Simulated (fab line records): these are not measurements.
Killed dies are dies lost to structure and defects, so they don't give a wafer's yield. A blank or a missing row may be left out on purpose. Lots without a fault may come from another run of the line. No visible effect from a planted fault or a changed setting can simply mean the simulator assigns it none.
fab line records | flow n5-finfet | part 2 of 2: steps 28 to 36 of 36
record lots=5 | wafers=15 | last-day=21
route steps=1938 shown BEOL_M11@1601 BEOL_M12@1602
lots that met no fault: from a run of the same line without faults
start-h: the number of hours between the record's first day and the start of the first shown wafer of the lot | wait-h: hours elapsed since this lot's preceding step | " identical to the entry in the row above | L1.1+2: several wafers, shown together as one row | - no value, or no start was given | * or withheld: withheld | < > ~ a bound
route shown NAME@n: names a module that has steps shown in the file, with the first one's number in the route | usual: the fault-free wafers' mean and standard deviation | same: alike in all rows | chamber/n: place in a boat | sites: the reading at each site | _std_site: the values' standard deviation | _edge_site: the outer-site mean with the inner-site mean subtracted | radius-mm: for every site, how far away it sits from the centre of the wafer | mask NAME#n: copy n | behind: tool/chamber where the wafer was last shaped | hold: reason for holding the lot/hours on hold/outcome of the hold | device: which transistor (n, p or np) failed to switch | end of line: the tests these same wafers got at the end of their route | for a step that has no rows: nothing shown but its recipe | killed: not the wafer's yield, but the dies lost to structure and defects at the first sort | map: per-die view of a wafer (x killed, . not killed, _ where there is no die)
set.NAME: the setting that was run; set.NAME@STEP: the one run at that earlier step | model.NAME: the simulator's own value behind a step, which no gauge read
certain route steps with their lots: each step a table, each wafer a row
services: a tool's chamber out of use, with start hour (start-h, from the record's first day; less than 0 if before it), hours out, and reason
## steps
# step N5_BEOL_M12_EXPOSE_25
# recipe mask-id=M12 | na=0.93 | source-shape=conventional | sigma-outer=0.4 | polarization=unpolarized | dose-mj=21.8
lot.wafer  | tool           | chamber | start-h | wait-h | mask
L078.1+3+6 | krf-scanner-01 | 0       | 344.35  | -      | M12#0
L082.1+2+5 | krf-scanner-01 | 0       | 360.51  | -      | M12#0
L086.1+5+6 | krf-scanner-01 | 0       | 387.95  | -      | M12#0
L087.3+4+5 | krf-scanner-01 | 0       | 427.57  | -      | M12#0
L097.1+2+3 | krf-scanner-02 | 0       | 464.34  | -      | M12#0
# step N5_BEOL_M12_PEB_26
# recipe peb-temp-c=130 | peb-time-s=90
lot.wafer  | tool           | chamber | start-h | wait-h
L078.1+3+6 | litho-track-02 | 0       | 344.41  | 0.1
L082.1+2+5 | litho-track-05 | 0       | 360.56  | 0.1
L086.1+5+6 | litho-track-05 | 0       | 388.01  | 0.1
L087.3+4+5 | litho-track-05 | 0       | 427.61  | 0.0
L097.1+2+3 | litho-track-04 | 0       | 464.39  | 0.1
# step N5_BEOL_M12_DEVELOP_27
# recipe develop-time-s=45 | rinse-liquid=diw | dry=air-spin | dev-temp-c=21
lot.wafer  | tool           | chamber | start-h | wait-h
L078.1+3+6 | litho-track-02 | 0       | -       | -
L082.1+2+5 | litho-track-05 | 0       | -       | -
L086.1+5+6 | litho-track-05 | 0       | -       | -
L087.3+4+5 | litho-track-05 | 0       | -       | -
L097.1+2+3 | litho-track-04 | 0       | -       | -
# step N5_BEOL_M12_HARDBAKE_32
# recipe temp-c=130 | time-s=120
# same time-s=120
lot.wafer  | tool           | chamber | start-h | wait-h
L078.1+3+6 | litho-track-02 | 0       | -       | -
L082.1+2+5 | litho-track-05 | 0       | -       | -
L086.1+5+6 | litho-track-05 | 0       | -       | -
L087.3+4+5 | litho-track-05 | 0       | -       | -
L097.1+2+3 | litho-track-04 | 0       | -       | -
# step N5_BEOL_M12_CD_MEAS_28
# recipe target-cd-nm=160.2 | landing-energy-ev=500 | detector=se-inlens | polarity=opening
# usual cd-nm=160.9/2.7
lot.wafer | tool      | chamber | start-h | wait-h | cd-nm
L078.1    | cd-sem-03 | 0       | 344.53  | -      | 158.6
L078.3    | "         | 0       | "       | "      | 157.1
L078.6    | "         | 0       | "       | "      | 159.7
L082.1    | cd-sem-02 | 0       | 360.68  | -      | 166.5
L082.2    | "         | 0       | "       | "      | 162.0
L082.5    | "         | 0       | "       | "      | 163.4
L086.1    | cd-sem-02 | 0       | 388.12  | -      | 165.5
L086.5    | "         | 0       | "       | "      | 160.6
L086.6    | "         | 0       | "       | "      | 164.4
L087.3    | cd-sem-01 | 0       | 427.73  | -      | 166.8
L087.4    | "         | 0       | "       | "      | 162.7
L087.5    | "         | 0       | "       | "      | 164.0
L097.1    | cd-sem-02 | 0       | 464.51  | -      | 162.9
L097.2    | "         | 0       | "       | "      | 161.3
L097.3    | "         | 0       | "       | "      | 162.2
# step N5_BEOL_M12_OVL_MEAS_29
# recipe points-per-wafer=44
# usual M12_OVL=-1/4.8
lot.wafer | tool       | chamber | start-h | wait-h | M12_OVL[nm]
L078.1    | overlay-01 | 0       | 344.56  | 0.0    | 0
L078.3    | "          | 0       | "       | "      | 5
L078.6    | "          | 0       | "       | "      | -1
L082.1    | overlay-01 | 0       | 360.71  | 0.0    | -5
L082.2    | "          | 0       | "       | "      | -8
L082.5    | "          | 0       | "       | "      | -10
L086.1    | overlay-02 | 0       | 388.15  | 0.0    | 3
L086.5    | "          | 0       | "       | "      | 1
L086.6    | "          | 0       | "       | "      | 3
L087.3    | overlay-02 | 0       | 427.76  | 0.0    | 1
L087.4    | "          | 0       | "       | "      | 0
L087.5    | "          | 0       | "       | "      | 1
L097.1    | overlay-02 | 0       | 464.54  | 0.0    | -5
L097.2    | "          | 0       | "       | "      | -1
L097.3    | "          | 0       | "       | "      | -5
# step N5_BEOL_M12_INSPECT_30
# recipe mode=adi | inspect-instrument=macro
# usual raw-defect-count=1.9/1.4
lot.wafer | tool              | chamber | start-h | wait-h | raw-defect-count
L078.1    | defect-inspect-02 | -       | 344.70  | 0.1    | 1
L078.3    | "                 | -       | "       | "      | 2
L078.6    | "                 | -       | "       | "      | 0
L082.1    | defect-inspect-01 | -       | 360.73  | 0.0    | 2
L082.2    | "                 | -       | "       | "      | 6
L082.5    | "                 | -       | "       | "      | 3
L086.1    | defect-inspect-01 | -       | 388.18  | 0.0    | 1
L086.5    | "                 | -       | "       | "      | 2
L086.6    | "                 | -       | "       | "      | 2
L087.3    | defect-inspect-01 | -       | 427.78  | 0.0    | 3
L087.4    | "                 | -       | "       | "      | 1
L087.5    | "                 | -       | "       | "      | 3
L097.1    | defect-inspect-01 | -       | 464.56  | 0.0    | 1
L097.2    | "                 | -       | "       | "      | 2
L097.3    | "                 | -       | "       | "      | 1
# step N5_BEOL_M12_DESCUM_33
# recipe chemistry=O2 | time-s=7.9 | source-power-w=50 | bias-power-w=20 | pressure-mtorr=20 | rf-frequency-hz=2.712e+07 | temp-c=40 | o2-flow-sccm=225
# usual drypump-motor-current-A=5.70/0.21 | oes-product-au=0.79/0.082 | rf-vpp-V=242.8/1.4 | showerhead-plenum-p-Torr=2.05/0.066 | temp-c=40.00/0.12 | throttle-valve-pct=20.5/0.31
# same time-s=7.9
lot.wafer | tool        | chamber | start-h | wait-h | drypump-motor-current-A | oes-product-au | rf-hours-counter-h | rf-vpp-V | showerhead-plenum-p-Torr | temp-c | throttle-valve-pct
L078.1    | rie-diel-04 | 1       | 344.90  | 0.2    | 5.88                    | 0.87           | 52                 | 243.9    | 2.04                     | 40.11  | 20.3
L078.3    | "           | 0       | "       | "      | 5.88                    | 0.85           | 65                 | 242.4    | 2.05                     | 39.97  | 20.7
L078.6    | "           | 3       | "       | "      | 5.23                    | 0.70           | -                  | 245.1    | 2.16                     | 39.98  | 20.9
L082.1    | rie-diel-01 | 0       | 360.77  | 0.0    | 5.72                    | 0.78           | 153                | 242.2    | 1.99                     | 39.98  | 20.4
L082.2    | "           | 1       | "       | "      | 5.54                    | 0.78           | 132                | 245.1    | 2.16                     | 40.13  | 20.4
L082.5    | "           | 2       | "       | "      | 5.65                    | 0.70           | -                  | 244.3    | 2.06                     | 39.99  | 20.9
L086.1    | rie-diel-04 | 1       | 388.21  | 0.0    | 5.91                    | 0.85           | 67                 | 242.1    | 2.04                     | 40.01  | 20.3
L086.5    | "           | 1       | "       | "      | 5.91                    | 0.85           | -                  | 241.6    | 2.04                     | 40.11  | 20.3
L086.6    | "           | 0       | "       | "      | 5.82                    | 0.83           | -                  | 242.3    | 2.05                     | 39.73  | 20.7
L087.3    | rie-diel-03 | 3       | 427.89  | 0.1    | 5.67                    | 0.71           | 218                | 241.7    | 1.95                     | 39.95  | 20.2
L087.4    | "           | 0       | "       | "      | 5.53                    | 0.87           | 36                 | 243.2    | 2.06                     | 40.03  | 20.3
L087.5    | "           | 2       | "       | "      | 5.98                    | 0.96           | -                  | 243.6    | 2.13                     | 40.13  | 20.2
L097.1    | rie-diel-04 | 3       | 464.96  | 0.4    | 5.23                    | 0.67           | 251                | 244.7    | 2.15                     | 40.07  | 21.0
L097.2    | "           | 1       | "       | "      | 5.86                    | 0.81           | 95                 | 242.6    | 2.03                     | 39.98  | 20.4
L097.3    | "           | 2       | "       | "      | 5.40                    | 0.83           | 75                 | 245.0    | 2.13                     | 40.09  | 20.3
# step N5_BEOL_M12_ETCH_67
# recipe chemistry=CF4 | target=SiARC | target-depth-a=1430 | time-s=238.3 | ion-energy-ev=80 | pressure-mtorr=40 | source-w=545 | bias-w=36 | Ar_flow_sccm=100 | cf4-flow-sccm=100 | ends=cleared
# usual drypump-motor-current-A=5.70/0.21 | etch-rf-on-time-s=238/8.3 | oes-product-au=0.68/0.072 | rf-vpp-V=183.7/1.2 | showerhead-plenum-p-Torr=2.10/0.06 | throttle-valve-pct=15.64/0.26
lot.wafer | tool        | chamber | start-h | wait-h | drypump-motor-current-A | etch-rf-on-time-s | oes-product-au | rf-hours-counter-h | rf-vpp-V | showerhead-plenum-p-Torr | throttle-valve-pct
L078.1    | rie-diel-04 | 1       | 344.93  | 0.0    | 5.93                    | 234               | 0.74           | 52                 | 183.7    | 2.07                     | 15.33
L078.3    | "           | 0       | "       | "      | 5.85                    | 235               | 0.73           | 65                 | 182.6    | 2.08                     | 15.69
L078.6    | "           | 3       | "       | "      | 5.24                    | 255               | 0.58           | -                  | 185.0    | 2.19                     | 16.03
L082.1    | rie-diel-01 | 0       | 360.80  | 0.0    | 5.76                    | 234               | 0.67           | 153                | 181.6    | 2.06                     | 15.70
L082.2    | "           | 1       | "       | "      | 5.53                    | 239               | 0.66           | 132                | 185.4    | 2.23                     | 15.75
L082.5    | "           | 2       | "       | "      | 5.66                    | 255               | 0.58           | -                  | 184.4    | 2.12                     | 16.13
L086.1    | rie-diel-04 | 1       | 388.24  | 0.0    | 5.89                    | 228               | 0.74           | 67                 | 182.9    | 2.06                     | 15.35
L086.5    | "           | 1       | "       | "      | 5.90                    | 231               | 0.74           | -                  | 184.1    | 2.06                     | 15.37
L086.6    | "           | 0       | "       | "      | 5.87                    | 231               | 0.72           | -                  | 183.1    | 2.08                     | 15.72
L087.3    | rie-diel-03 | 3       | 427.93  | 0.0    | 5.65                    | 247               | 0.61           | 218                | 182.5    | 2.03                     | 15.73
L087.4    | "           | 0       | "       | "      | 5.53                    | 226               | 0.76           | 36                 | 183.5    | 2.09                     | 15.30
L087.5    | "           | 2       | "       | "      | 5.98                    | 234               | 0.82           | -                  | 184.3    | 2.18                     | 15.35
L097.1    | rie-diel-04 | 3       | 464.99  | 0.0    | 5.25                    | 255               | 0.57           | 251                | 185.8    | 2.18                     | 16.10
L097.2    | "           | 1       | "       | "      | 5.93                    | 232               | 0.69           | 96                 | 186.0    | 2.05                     | 15.42
L097.3    | "           | 2       | "       | "      | 5.41                    | 238               | 0.71           | 75                 | 185.2    | 2.17                     | 15.45
## services
tool           | chamber | start-h | hours | kind
rie-diel-04    | 2       | 332.82  | 4.0   | repair
litho-track-02 | -       | 333.18  | -     | consumable-replace:filter
krf-scanner-01 | -       | 336.28  | 1.0   | pm
pecvd-02       | 1       | 383.62  | -     | clean
pecvd-02       | 1       | 383.62  | -     | consumable-replace:showerhead
krf-scanner-01 | -       | 384.34  | 1.3   | pm
pecvd-02       | 2       | 391.50  | 18.6  | repair
rie-diel-01    | 0       | 394.03  | 3.4   | repair
rie-diel-04    | 3       | 403.00  | 26.1  | repair
krf-scanner-01 | -       | 404.05  | 0.8   | repair
rie-diel-01    | 1       | 409.37  | 8.5   | repair
krf-scanner-01 | -       | 413.17  | 4.0   | pm
krf-scanner-02 | -       | 417.19  | 1.3   | pm
rie-diel-03    | 1       | 417.77  | 8.0   | repair
krf-scanner-02 | -       | 420.04  | 4.0   | pm
krf-scanner-02 | -       | 424.07  | 1.0   | pm
rie-diel-01    | 2       | 426.22  | -     | clean
rie-diel-01    | 2       | 426.22  | -     | consumable-replace:focus-ring
rie-diel-01    | 2       | 426.22  | 24.0  | scheduled-down
rie-diel-01    | 2       | 426.22  | 24.0  | vent-cycle
krf-scanner-02 | -       | 438.15  | 0.8   | pm
rie-diel-03    | 2       | 439.39  | 1.4   | repair
krf-scanner-02 | -       | 441.87  | 2.6   | repair
krf-scanner-01 | 0       | 448.73  | -     | calibration
